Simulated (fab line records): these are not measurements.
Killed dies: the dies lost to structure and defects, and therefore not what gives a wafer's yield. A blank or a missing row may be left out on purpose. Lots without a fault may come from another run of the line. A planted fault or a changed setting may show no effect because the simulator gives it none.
Lot-split experiment | flow n5-finfet | route with 1938 steps; 7 lots, 21 wafers read

THE SPLIT
At N5_MOL_CONTACT_COAG_ETCH_67 (etches SOC in N2/H2, target depth 60 nm, overetch 21 nm, time 101.2 s), the setting source-w was moved away from the recipe's 840 W on 8 of the 21 wafers read, by -14.1% to +16.2%. All remaining wafers had this setting at the recipe value.

The split's own step is where the reading is taken.

THE READING
rf-vpp-V, in V, at N5_MOL_CONTACT_COAG_ETCH_67 (etches SOC in N2/H2, target depth 60 nm, overetch 21 nm, time 101.2 s). Fault-free wafers of this fab line usually give 522.8 V, standard deviation 2.3 V.

wafer  | tool, chamber at the split | source-w as run, W | against the recipe | rf-vpp-V, V | against lot-mates on the recipe
L076.1 | rie-diel-05, 1             | 971.1              | +15.6%             | 497.3       | -24.7
L076.2 | rie-diel-05, 0             | 840                | recipe             | 521.5       | -
L076.4 | rie-diel-05, 3             | 840                | recipe             | 522.5       | -
L078.2 | rie-diel-06, 2             | 840                | recipe             | 522.0       | -
L078.3 | rie-diel-06, 1             | 840                | recipe             | 519.7       | -
L078.5 | rie-diel-06, 1             | 840                | recipe             | 520.1       | -
L085.4 | rie-diel-02, 2             | 840                | recipe             | 521.7       | -
L085.5 | rie-diel-02, 0             | 769.3              | -8.4%              | 537.8       | +15.4
L085.6 | rie-diel-02, 3             | 840                | recipe             | 523.1       | -
L086.1 | rie-diel-05, 3             | 918.2              | +9.3%              | 506.9       | -16.9
L086.3 | rie-diel-05, 2             | 840                | recipe             | 523.8       | -
L086.6 | rie-diel-05, 3             | 918.2              | +9.3%              | 507.6       | -16.2
L092.1 | rie-diel-06, 3             | 721.2              | -14.1%             | 553.3       | +29.8
L092.2 | rie-diel-06, 0             | 840                | recipe             | 520.9       | -
L092.5 | rie-diel-06, 3             | 840                | recipe             | 526.2       | -
L093.2 | rie-diel-02, 1             | 965.2              | +14.9%             | 499.1       | -22.8
L093.4 | rie-diel-02, 3             | 965.2              | +14.9%             | 500.2       | -21.7
L093.6 | rie-diel-02, 1             | 840                | recipe             | 521.9       | -
L096.2 | rie-diel-02, 1             | 840                | recipe             | 522.7       | -
L096.3 | rie-diel-02, 3             | 840                | recipe             | 523.6       | -
L096.4 | rie-diel-02, 2             | 975.9              | +16.2%             | 495.5       | -27.7

FIT RESULTS
A straight line over all 21 wafers: rf-vpp-V changes by -1.72 V for each +1% of source-w; r = -0.99; the points scatter about the line by 2.2 V.
The same after taking each lot's own level away (the mean of its wafers on the recipe; 21 wafers): -1.72 V for each +1%; r = -0.99; scatter 1.9 V.
The reading moves by 28 V for the largest change in source-w, on that fit.
From 520.60 to 523.80 V: that is the span of the lots' own levels, equal to 1.4 times the standard deviation above.
Consequently the slope shifts little with the lot-to-lot level, the two slopes agreeing.
Check: with one of the wafers moved furthest among these (+16.2%) left out of the fit, the line predicts -27 V for it against its lot-mates. It came out at -27.7 V against them.
Tool readings at the split's step, against how far the setting was moved: rf-vpp-V r = -0.99.

FURTHER SPLITS ON THESE WAFERS
Other splits were also applied to these wafers ahead of the reading. Each is held against what the fit with the lots' levels taken away leaves over:
other split on the same wafers         | wafers away from the commonest value | r with rf-vpp-V (lot level and that fit taken away)
N5_SDB_EXPOSE_08 dose-mj               | 4                                    | +0.18
N5_HKMG_FIN_ETCH_55 time-s             | 7                                    | +0.00
N5_GATE_CUT_ALD_22 ald-cycles          | 7                                    | +0.07
N5_MOL_CONTACT_COAG_ALD_123 ald-cycles | 6                                    | +0.19

FILE'S OWN FIT
rf-vpp-V changes by -1.72 V for each +1% of source-w, r = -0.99.
